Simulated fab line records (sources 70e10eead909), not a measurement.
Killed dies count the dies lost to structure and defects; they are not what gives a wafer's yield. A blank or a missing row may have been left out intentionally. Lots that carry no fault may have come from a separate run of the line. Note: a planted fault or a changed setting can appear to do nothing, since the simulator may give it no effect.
fab line records	flow nand-harc	part 1 of 2: steps 1 to 21 of 32
record: lots: 5	wafers: 15	last-day: 33
route steps=1302 shown A_STAIRCASE@795
lots with no fault: from the same line, run without faults
start-h: hours from the record's first day to the start of the lot's first wafer shown	wait-h: how many hours have passed since the lot's step before this one	" unchanged from the row above	L1.1+2: a row that stands for several wafers	- value missing, or start not given	* or withheld: withheld	< > ~ a bound
route shown NAME@n: NAME is a module with steps in the file, n the number in the route of the first one	usual: mean and standard deviation over wafers with no fault	same: alike in all rows	chamber/n: place in a boat	sites: the reading at each site	_std_site: the standard deviation of these	_edge_site: the outer-site mean with the inner-site mean subtracted	radius-mm: how far each site lies from the wafer's centre	mask NAME#n: copy n	behind: the most recent tool/chamber to have shaped the wafer	hold: what put the lot on hold/how long, in hours/how the hold closed	device: names the non-switching transistor (n, p or np)	end of line: tests of these same wafers at the route's end	where a step has no rows: the recipe by itself	killed: count of dies lost to structure and defects at first sort (not the wafer's yield)	map: per-die view of a wafer (x killed, . not killed, _ where there is no die)
set.NAME: the setting that was run; set.NAME@STEP: the one run at that earlier step	model.NAME: the simulator's own value behind a step, which no gauge read
lots at selected steps of the route; one table per step, one row per wafer
services: the hour from which a tool's chamber was out of use, counted from the record's first day as start-h (under 0 if before that day), plus the number of hours and why
== steps ==
step: NHARC_A_STAIRCASE_HM_DEP_459
recipe: target-thk-a: 15000	temp-c: 400	material: aC
usual: throttle-valve-pct: 35.000/0.0082
lot.wafer	tool	chamber	start-h	wait-h	throttle-valve-pct
L081.2	acl-dep-03	0	453.93	0.4	35.000
L081.4	"	0	"	"	34.998
L081.6	"	0	"	"	34.999
L082.3	acl-dep-01	0	454.22	0.7	35.010
L082.5	"	0	"	"	34.976
L082.6	"	0	"	"	34.996
L087.1	acl-dep-03	0	499.19	2.9	34.998
L087.4	"	0	"	"	34.998
L087.6	"	0	"	"	35.014
L095.1	acl-dep-03	0	587.10	2.2	35.008
L095.2	"	0	"	"	34.992
L095.6	"	0	588.66	3.7	35.002
L097.1	acl-dep-02	0	596.43	0.8	34.995
L097.3	"	0	"	"	34.997
L097.5	"	0	"	"	35.005
step: NHARC_A_STAIRCASE_DEP_280
recipe: target-thk-a: 300	target-thk-nm: 30	temp-c: 400	pressure-torr: 3.5	flow-sccm: 200	rf-w: 350	material: SiON
usual: chamber-pressure-Torr: 3.501/0.0068	heater-power-w: 790/100
lot.wafer	tool	chamber	start-h	wait-h	chamber-pressure-Torr	heater-power-w
L082.3	pecvd-03	2	455.45	0.9	3.498	672
L082.6	"	2	"	"	3.512	672
L082.5	"	0	"	"	3.505	674
L081.2	pecvd-02	2	455.51	1.3	3.513	890
L081.4	"	2	"	"	3.504	892
L081.6	"	0	"	"	3.502	709
L087.1	pecvd-02	1	501.18	1.7	3.502	940
L087.4	"	1	"	"	3.490	950
L087.6	"	0	"	"	3.500	768
L095.2	pecvd-01	2	589.02	1.3	3.509	690
L095.1	"	0	"	"	3.487	697
L095.6	"	1	"	"	3.498	684
L097.3	pecvd-01	2	598.32	1.0	3.504	703
L097.1	"	0	"	"	3.496	667
L097.5	"	1	"	"	3.516	744
step: NHARC_A_STAIRCASE_DEHYDRATE_281
recipe: temp-c: 150	time-s: 120
usual: chill-plate-temp-C: 22.99/0.1
lot.wafer	tool	chamber	start-h	wait-h	chill-plate-temp-C
L082.3	litho-track-05	0	455.72	0.2	22.81
L082.5	"	0	"	"	22.85
L082.6	"	0	"	"	22.85
L081.2	litho-track-07	0	455.78	0.2	22.89
L081.4	"	0	"	"	22.92
L081.6	"	0	"	"	22.94
L087.1	litho-track-03	0	501.45	0.2	23.09
L087.4	"	0	"	"	23.07
L087.6	"	0	"	"	23.31
L095.1	litho-track-07	0	589.26	0.2	23.02
L095.2	"	0	"	"	22.97
L095.6	"	0	"	"	22.78
L097.1	litho-track-05	0	598.59	0.2	23.04
L097.3	"	0	"	"	23.13
L097.5	"	0	"	"	23.01
step: NHARC_A_STAIRCASE_HMDS_282
recipe: time-s: 30
usual: chill-plate-temp-C: 22.99/0.097
lot.wafer	tool	chamber	start-h	wait-h	chill-plate-temp-C
L082.3	litho-track-05	0	-	-	22.78
L082.5	"	0	"	"	22.99
L082.6	"	0	"	"	22.89
L081.2	litho-track-07	0	-	-	22.89
L081.4	"	0	"	"	22.97
L081.6	"	0	"	"	22.96
L087.1	litho-track-03	0	-	-	23.04
L087.4	"	0	"	"	23.03
L087.6	"	0	"	"	23.07
L095.1	litho-track-07	0	-	-	23.01
L095.2	"	0	"	"	23.09
L095.6	"	0	"	"	23.12
L097.1	litho-track-05	0	-	-	22.97
L097.3	"	0	"	"	23.04
L097.5	"	0	"	"	22.91
step: NHARC_A_STAIRCASE_COAT_283
recipe: spin-rpm: 1200
usual: chill-plate-temp-C: 23.01/0.11
lot.wafer	tool	chamber	start-h	wait-h	chill-plate-temp-C
L082.3	litho-track-05	0	-	-	23.07
L082.5	"	0	"	"	23.01
L082.6	"	0	"	"	23.07
L081.2	litho-track-07	0	-	-	22.92
L081.4	"	0	"	"	22.85
L081.6	"	0	"	"	22.90
L087.1	litho-track-03	0	-	-	23.05
L087.4	"	0	"	"	22.97
L087.6	"	0	"	"	22.95
L095.1	litho-track-07	0	-	-	22.96
L095.2	"	0	"	"	22.98
L095.6	"	0	"	"	23.10
L097.1	litho-track-05	0	-	-	23.13
L097.3	"	0	"	"	23.11
L097.5	"	0	"	"	22.86
step: NHARC_A_STAIRCASE_SOFTBAKE_284
recipe: temp-c: 135	time-s: 170
usual: chill-plate-temp-C: 22.98/0.11
lot.wafer	tool	chamber	start-h	wait-h	chill-plate-temp-C
L082.3	litho-track-05	0	-	-	22.88
L082.5	"	0	"	"	22.89
L082.6	"	0	"	"	22.82
L081.2	litho-track-07	0	-	-	23.04
L081.4	"	0	"	"	22.97
L081.6	"	0	"	"	23.01
L087.1	litho-track-03	0	-	-	22.97
L087.4	"	0	"	"	23.10
L087.6	"	0	"	"	23.04
L095.1	litho-track-07	0	-	-	22.87
L095.2	"	0	"	"	22.94
L095.6	"	0	"	"	23.13
L097.1	litho-track-05	0	-	-	22.84
L097.3	"	0	"	"	22.79
L097.5	"	0	"	"	22.93
step: NHARC_A_STAIRCASE_EBR_285
usual: chill-plate-temp-C: 22.99/0.11
lot.wafer	tool	chamber	start-h	wait-h	chill-plate-temp-C
L082.3	litho-track-05	0	-	-	22.94
L082.5	"	0	"	"	22.95
L082.6	"	0	"	"	22.84
L081.2	litho-track-07	0	-	-	23.00
L081.4	"	0	"	"	22.92
L081.6	"	0	"	"	22.89
L087.1	litho-track-03	0	-	-	23.04
L087.4	"	0	"	"	23.11
L087.6	"	0	"	"	22.86
L095.1	litho-track-07	0	-	-	22.93
L095.2	"	0	"	"	23.08
L095.6	"	0	"	"	22.87
L097.1	litho-track-05	0	-	-	22.94
L097.3	"	0	"	"	22.95
L097.5	"	0	"	"	23.14
step: NHARC_A_STAIRCASE_EXPOSE_286
recipe: na: 0.5	dose-mj: 25.01	mask-id: CHOP_100
lot.wafer	tool	chamber	start-h	wait-h	mask
L082.3+5+6	krf-scanner-04	0	456.06	-	CHOP_100#0
L081.2+4+6	krf-scanner-03	0	456.22	-	CHOP_100#0
L087.1+4+6	krf-scanner-03	0	501.66	-	CHOP_100#0
L095.1+2+6	krf-scanner-03	0	589.60	-	CHOP_100#0
L097.1+3+5	krf-scanner-04	0	598.92	-	CHOP_100#0
step: NHARC_A_STAIRCASE_PEB_287
recipe: peb-temp-c: 115	peb-time-s: 130
usual: chill-plate-temp-C: 22.96/0.1
lot.wafer	tool	chamber	start-h	wait-h	chill-plate-temp-C
L082.3	litho-track-07	0	456.12	0.1	22.92
L082.5	"	0	"	"	22.97
L082.6	"	0	"	"	22.87
L081.2	litho-track-07	0	456.28	0.1	22.91
L081.4	"	0	"	"	22.93
L081.6	"	0	"	"	22.95
L087.1	litho-track-07	0	501.73	0.1	23.03
L087.4	"	0	"	"	23.04
L087.6	"	0	"	"	22.93
L095.1	litho-track-03	0	589.67	0.1	23.15
L095.2	"	0	"	"	22.99
L095.6	"	0	"	"	22.88
L097.1	litho-track-07	0	598.99	0.1	23.17
L097.3	"	0	"	"	23.06
L097.5	"	0	"	"	23.13
step: NHARC_A_STAIRCASE_DEVELOP_288
recipe: time-s: 140
usual: chill-plate-temp-C: 23.00/0.1
lot.wafer	tool	chamber	start-h	wait-h	chill-plate-temp-C
L082.3	litho-track-07	0	-	-	22.94
L082.5	"	0	"	"	22.92
L082.6	"	0	"	"	23.03
L081.2	litho-track-07	0	-	-	22.99
L081.4	"	0	"	"	23.08
L081.6	"	0	"	"	22.81
L087.1	litho-track-07	0	-	-	22.97
L087.4	"	0	"	"	23.00
L087.6	"	0	"	"	22.76
L095.1	litho-track-03	0	-	-	22.93
L095.2	"	0	"	"	23.02
L095.6	"	0	"	"	23.04
L097.1	litho-track-07	0	-	-	22.85
L097.3	"	0	"	"	23.08
L097.5	"	0	"	"	22.97
step: NHARC_A_STAIRCASE_HARDBAKE_290
recipe: temp-c: 120	time-s: 140
usual: chill-plate-temp-C: 22.99/0.11
lot.wafer	tool	chamber	start-h	wait-h	chill-plate-temp-C
L082.3	litho-track-07	0	456.35	-	23.07
L082.5	"	0	"	"	23.05
L082.6	"	0	"	"	22.75
L081.2	litho-track-07	0	456.50	-	22.98
L081.4	"	0	"	"	23.08
L081.6	"	0	"	"	23.08
L087.1	litho-track-03	0	501.95	-	22.99
L087.4	"	0	"	"	22.97
L087.6	"	0	"	"	23.03
L095.1	litho-track-07	0	589.90	-	23.01
L095.2	"	0	"	"	23.02
L095.6	"	0	"	"	22.96
L097.1	litho-track-05	0	599.21	-	23.09
L097.3	"	0	"	"	23.04
L097.5	"	0	"	"	23.15
step: NHARC_A_STAIRCASE_DESCUM_291
recipe: time-s: 3	o2-flow-sccm: 200	ar-flow-sccm: 0	bias-power-w: 0	chemistry: O2
usual: drypump-motor-current-A: 5.8/0.48	o2-flow-sccm: 200.0/0.6	oes-product-au: 0.999/0.0081	rf-vpp-V: 57.8/0.93	showerhead-plenum-p-Torr: 1.90/0.091	throttle-valve-pct: 11.311/0.0091
lot.wafer	tool	chamber	start-h	wait-h	drypump-motor-current-A	o2-flow-sccm	oes-product-au	rf-hours-counter-h	rf-vpp-V	showerhead-plenum-p-Torr	throttle-valve-pct
L082.3	rie-diel-07	1	456.45	-	6.1	199.4	1.004	46	57.8	1.95	11.319
L082.6	"	3	"	"	6.3	199.6	1.012	-	57.4	1.98	11.321
L082.5	"	0	"	"	5.6	199.4	0.998	-	57.6	1.80	11.312
L081.4	rie-diel-07	0	456.59	-	5.6	200.0	1.005	50	57.6	1.80	11.328
L081.2	"	3	"	"	6.3	199.0	1.001	52	57.0	1.98	11.315
L081.6	"	1	"	"	6.1	198.6	1.002	-	56.5	1.95	11.319
L087.1	rie-diel-03	0	502.04	-	6.3	199.7	0.991	11	59.3	1.83	11.312
L087.4	"	3	"	"	5.3	200.2	0.996	11	56.5	1.82	11.310
L087.6	"	1	"	"	6.2	200.4	0.997	-	59.4	2.07	11.299
L095.2	rie-diel-03	1	590.01	-	6.2	199.7	1.011	40	57.7	2.06	11.324
L095.1	"	2	"	"	5.2	200.3	1.010	45	57.0	1.98	11.311
L095.6	"	3	"	"	5.4	200.0	1.011	-	56.7	1.81	11.316
L097.3	rie-diel-07	1	599.39	-	6.1	199.4	1.014	34	58.1	1.94	11.316
L097.1	"	2	"	"	6.0	200.3	0.992	32	57.5	1.79	11.308
L097.5	"	3	"	"	6.3	200.1	1.005	-	57.8	1.96	11.309
step: NHARC_A_STAIRCASE_ETCH_292
recipe: cf4-flow-sccm: 100	chf3-flow-sccm: 30	ar-flow-sccm: 0	rf-w: 500	bias-w: 200	chemistry: CF4/CHF3
usual: drypump-motor-current-A: 5.8/0.48	oes-product-au: 0.937/0.021	rf-vpp-V: 370.4/2.7	showerhead-plenum-p-Torr: 1.57/0.072	throttle-valve-pct: 16.803/0.0087
lot.wafer	tool	chamber	start-h	wait-h	drypump-motor-current-A	oes-product-au	rf-hours-counter-h	rf-vpp-V	showerhead-plenum-p-Torr	throttle-valve-pct
L082.3	rie-diel-07	2	456.55	0.1	6.0	0.917	48	367.4	1.49	16.808
L082.6	"	3	"	"	6.3	0.926	-	372.6	1.62	16.815
L082.5	"	0	"	"	5.6	0.922	-	368.3	1.48	16.807
L081.4	rie-diel-07	2	456.80	0.2	5.9	0.922	48	367.4	1.49	16.785
L081.2	"	0	"	"	5.5	0.930	50	367.9	1.49	16.790
L081.6	"	3	"	"	6.3	0.926	-	371.9	1.62	16.798
L087.4	rie-diel-03	3	502.13	0.1	5.4	0.936	11	367.5	1.50	16.811
L087.1	"	2	"	"	5.2	0.919	14	373.9	1.63	16.793
L087.6	"	0	"	"	6.3	0.918	-	368.5	1.51	16.810
L095.1	rie-diel-03	1	590.08	0.1	6.2	0.921	40	373.2	1.69	16.789
L095.2	"	0	"	"	6.3	0.916	39	368.6	1.50	16.789
L095.6	"	2	"	"	5.2	0.941	-	373.8	1.62	16.806
L097.3	rie-diel-07	2	599.48	0.1	6.0	0.924	33	368.0	1.48	16.799
L097.1	"	0	"	"	5.6	0.919	32	368.1	1.47	16.799
L097.5	"	3	"	"	6.3	0.942	-	371.9	1.61	16.810
step: NHARC_A_STAIRCASE_HM_OPEN_460
recipe: o2-flow-sccm: 400	cos-flow-sccm: 20	ar-flow-sccm: 0	rf-w: 500	bias-w: 300	chemistry: O2/COS
usual: cos-flow-sccm: 20.01/0.057	drypump-motor-current-A: 5.9/0.47	o2-flow-sccm: 400.0/1.1	oes-product-au: 1.000/0.0085	rf-vpp-V: 467/3.2	showerhead-plenum-p-Torr: 3.10/0.14	throttle-valve-pct: 28.329/0.0086
lot.wafer	tool	chamber	start-h	wait-h	cos-flow-sccm	drypump-motor-current-A	o2-flow-sccm	oes-product-au	rf-hours-counter-h	rf-vpp-V	showerhead-plenum-p-Torr	throttle-valve-pct
L082.3	rie-diel-07	3	-	-	20.07	6.3	399.5	1.018	52	469	3.22	28.338
L082.5	"	1	"	"	19.92	6.1	399.9	1.004	-	470	3.18	28.330
L082.6	"	2	"	"	20.06	6.0	400.1	1.000	-	463	2.95	28.337
L081.2	rie-diel-07	0	-	-	20.00	5.6	397.4	0.993	50	464	2.95	28.317
L081.4	"	2	"	"	20.13	6.0	397.0	0.998	48	464	2.95	28.322
L081.6	"	0	"	"	19.97	5.5	396.9	0.997	-	464	2.95	28.325
L087.4	rie-diel-03	3	-	-	20.05	5.3	402.3	1.017	11	464	2.97	28.331
L087.1	"	0	"	"	19.97	6.3	400.5	0.987	11	464	3.00	28.335
L087.6	"	3	"	"	20.06	5.3	401.3	1.009	-	463	2.97	28.329
L095.2	rie-diel-03	0	-	-	20.08	6.3	399.4	0.995	39	465	2.98	28.325
L095.1	"	1	"	"	20.06	6.2	400.9	1.006	40	473	3.35	28.328
L095.6	"	0	"	"	20.07	6.3	398.7	1.005	-	464	2.98	28.339
L097.1	rie-diel-07	0	-	-	20.10	5.6	398.8	0.990	32	463	2.93	28.321
L097.3	"	2	"	"	20.05	6.0	398.0	1.002	33	462	2.93	28.341
L097.5	"	3	"	"	20.10	6.3	399.2	0.993	-	469	3.20	28.344
step: NHARC_A_STAIRCASE_STRIP_461
recipe: o2-flow-sccm: 400	cos-flow-sccm: 20	ar-flow-sccm: 0	bias-w: 0	chemistry: O2/COS
lot.wafer	tool	chamber	start-h	wait-h
L082.3+5+6	rie-diel-07	2,3,0	-	-
L081.4+2+6	rie-diel-07	0,1,0	-	-
L087.4+1+6	rie-diel-03	2,3,1	-	-
L095.2+1+6	rie-diel-03	3,0,2	-	-
L097.1+3+5	rie-diel-07	0,1,1	-	-
step: NHARC_A_STAIRCASE_ETCH_452
recipe: target-depth-a: 300	overetch-a: 30	time-s: 16.5	ion-energy-ev: 100	cf4-flow-sccm: 80	o2-flow-sccm: 20	ar-flow-sccm: 0	rf-w: 300	bias-w: 100	chemistry: CF4/O2
usual: drypump-motor-current-A: 5.8/0.47	o2-flow-sccm: 20.00/0.061	oes-product-au: 1.000/0.0087	rf-vpp-V: 197.6/1.4	showerhead-plenum-p-Torr: 1.33/0.063	throttle-valve-pct: 13.397/0.0089
lot.wafer	tool	chamber	start-h	wait-h	drypump-motor-current-A	o2-flow-sccm	oes-product-au	rf-hours-counter-h	rf-vpp-V	showerhead-plenum-p-Torr	throttle-valve-pct
L082.3	rie-diel-07	2	-	-	5.9	20.03	0.986	48	196.0	1.26	13.402
L082.5	"	0	"	"	5.5	19.92	1.002	-	195.3	1.26	13.396
L082.6	"	1	"	"	6.1	19.95	0.996	-	196.6	1.36	13.389
L081.4	rie-diel-07	2	-	-	6.0	19.98	1.001	49	196.4	1.26	13.402
L081.2	"	3	"	"	6.3	20.05	0.999	52	198.0	1.38	13.384
L081.6	"	1	"	"	6.1	20.07	1.001	-	198.7	1.36	13.409
L087.4	rie-diel-03	3	-	-	5.3	19.96	1.011	11	196.6	1.27	13.402
L087.1	"	2	"	"	5.2	19.97	1.008	14	198.5	1.38	13.389
L087.6	"	0	"	"	6.3	19.99	0.994	-	198.8	1.28	13.391
L095.1	rie-diel-03	3	-	-	5.4	20.14	1.006	44	197.2	1.26	13.399
L095.2	"	0	"	"	6.3	20.13	1.007	39	196.6	1.27	13.395
L095.6	"	1	"	"	6.2	20.02	1.005	-	200.9	1.44	13.399
L097.1	rie-diel-07	2	-	-	6.0	20.02	0.987	33	196.8	1.25	13.403
L097.3	"	3	"	"	6.3	20.00	1.003	36	198.8	1.37	13.404
L097.5	"	1	"	"	6.1	20.01	1.003	-	197.3	1.35	13.409
step: NHARC_A_STAIRCASE_ETCH_294
recipe: target-depth-a: 49890	time-s: 1211.6	ion-energy-ev: 800	c4f8-flow-sccm: 80	o2-flow-sccm: 60	ar-flow-sccm: withheld	rf-w: 600	bias-w: 3000	chemistry: C4F8/O2/Ar
usual: oes-product-au: 0.934/0.01	rf-vpp-V: 1825/12
lot.wafer	tool	chamber	start-h	wait-h	oes-product-au	rf-hours-counter-h	rf-vpp-V
L082.3	rie-diel-07	3	-	-	0.929	52	1835
L082.5	"	0	"	"	0.931	-	1812
L082.6	"	1	"	"	0.936	-	1832
L081.4	rie-diel-07	3	-	-	0.943	53	1834
L081.2	"	0	"	"	0.921	51	1812
L081.6	"	0	"	"	0.919	-	1810
L087.1	rie-diel-03	1	-	-	0.925	14	1846
L087.4	"	2	"	"	0.917	14	1836
L087.6	"	2	"	"	0.934	-	1835
L095.2	rie-diel-03	3	-	-	0.945	44	1813
L095.1	"	2	"	"	0.930	45	1834
L095.6	"	3	"	"	0.931	-	1813
L097.1	rie-diel-07	0	-	-	0.924	33	1811
L097.3	"	1	"	"	0.942	35	1831
L097.5	"	1	"	"	0.938	-	1831
step: NHARC_A_STAIRCASE_STRIP_295
recipe: o2-flow-sccm: 500	ar-flow-sccm: 0	bias-w: 0	chemistry: O2
usual: drypump-motor-current-A: 5.8/0.5	o2-flow-sccm: 500.0/1.6	oes-product-au: 1.000/0.0089	rf-vpp-V: 57.8/0.92	showerhead-plenum-p-Torr: 3.51/0.15	throttle-valve-pct: 17.036/0.0094
lot.wafer	tool	chamber	start-h	wait-h	drypump-motor-current-A	o2-flow-sccm	oes-product-au	rf-hours-counter-h	rf-vpp-V	showerhead-plenum-p-Torr	throttle-valve-pct
L082.3	rie-diel-07	1	-	-	6.1	504.0	1.005	47	56.5	3.60	17.030
L082.6	"	0	"	"	5.6	500.2	1.001	-	58.5	3.33	17.036
L082.5	"	1	"	"	6.1	501.4	0.999	-	56.5	3.60	17.061
L081.4	rie-diel-07	2	-	-	6.0	497.3	0.996	49	58.3	3.33	17.027
L081.2	"	3	"	"	6.3	500.8	1.013	53	60.4	3.64	17.040
L081.6	"	0	"	"	5.6	500.2	1.005	-	57.4	3.33	17.023
L087.4	rie-diel-03	1	-	-	6.2	501.6	1.013	14	59.0	3.80	17.033
L087.1	"	0	"	"	6.3	499.7	0.992	11	59.6	3.39	17.038
L087.6	"	2	"	"	5.2	497.8	0.993	-	58.5	3.65	17.047
L095.1	rie-diel-03	1	-	-	6.2	499.1	1.010	40	58.5	3.78	17.048
L095.2	"	2	"	"	5.2	503.3	1.016	45	58.7	3.63	17.020
L095.6	"	1	"	"	6.2	501.4	1.011	-	57.8	3.79	17.057
L097.1	rie-diel-07	1	-	-	6.1	500.1	1.009	35	58.2	3.57	17.039
L097.3	"	2	"	"	5.9	503.1	1.003	33	55.3	3.31	17.038
L097.5	"	2	"	"	6.0	498.1	1.005	-	56.8	3.31	17.051
step: NHARC_A_STAIRCASE_STRIP_296
recipe: time-s: 900	temp-c: 130	chemistry: SPM
lot.wafer	tool	chamber	start-h	wait-h
L082.3+5+6	wet-bench-02	5,6,7	458.63	-
L081.2+4+6	wet-bench-04	2,4,6	458.93	-
L087.1+4+6	wet-bench-04	6,0,2	503.77	-
L095.2+6+1	wet-bench-09	0,1,3	591.71	-
L097.1+5+3	wet-bench-09	7,0,1	601.14	-
step: NHARC_A_STAIRCASE_PRECLEAN_297
recipe: time-s: *	temp-c: 50	bath-age-min: 0	chemistry: SC1
usual: diw-flow-mL-min: 1415/4.3	h2o2-flow-mL-min: 56.59/0.18
lot.wafer	tool	chamber	start-h	wait-h	diw-flow-mL-min	h2o2-flow-mL-min
L082.3	wet-bench-02	5	-	-	1415	56.77
L082.5	"	6	"	"	1413	56.60
L082.6	"	7	"	"	1419	56.49
L081.2	wet-bench-04	2	-	-	1407	56.62
L081.4	"	4	"	"	1421	56.25
L081.6	"	6	"	"	1411	56.53
L087.1	wet-bench-04	6	-	-	1417	56.43
L087.4	"	0	"	"	1412	56.76
L087.6	"	2	"	"	1416	56.75
L095.2	wet-bench-09	0	-	-	1414	56.77
L095.6	"	1	"	"	1412	56.68
L095.1	"	3	"	"	1410	56.48
L097.1	wet-bench-09	7	-	-	1417	56.83
L097.5	"	0	"	"	1417	56.54
L097.3	"	1	"	"	1411	56.89
step: NHARC_A_STAIRCASE_SRD_298
lot.wafer	tool	chamber	start-h	wait-h
L082.3+5+6	wet-bench-02	5,6,7	-	-
L081.2+4+6	wet-bench-04	2,4,6	-	-
L087.1+4+6	wet-bench-04	6,0,2	-	-
L095.2+6+1	wet-bench-09	0,1,3	-	-
L097.1+5+3	wet-bench-09	7,0,1	-	-
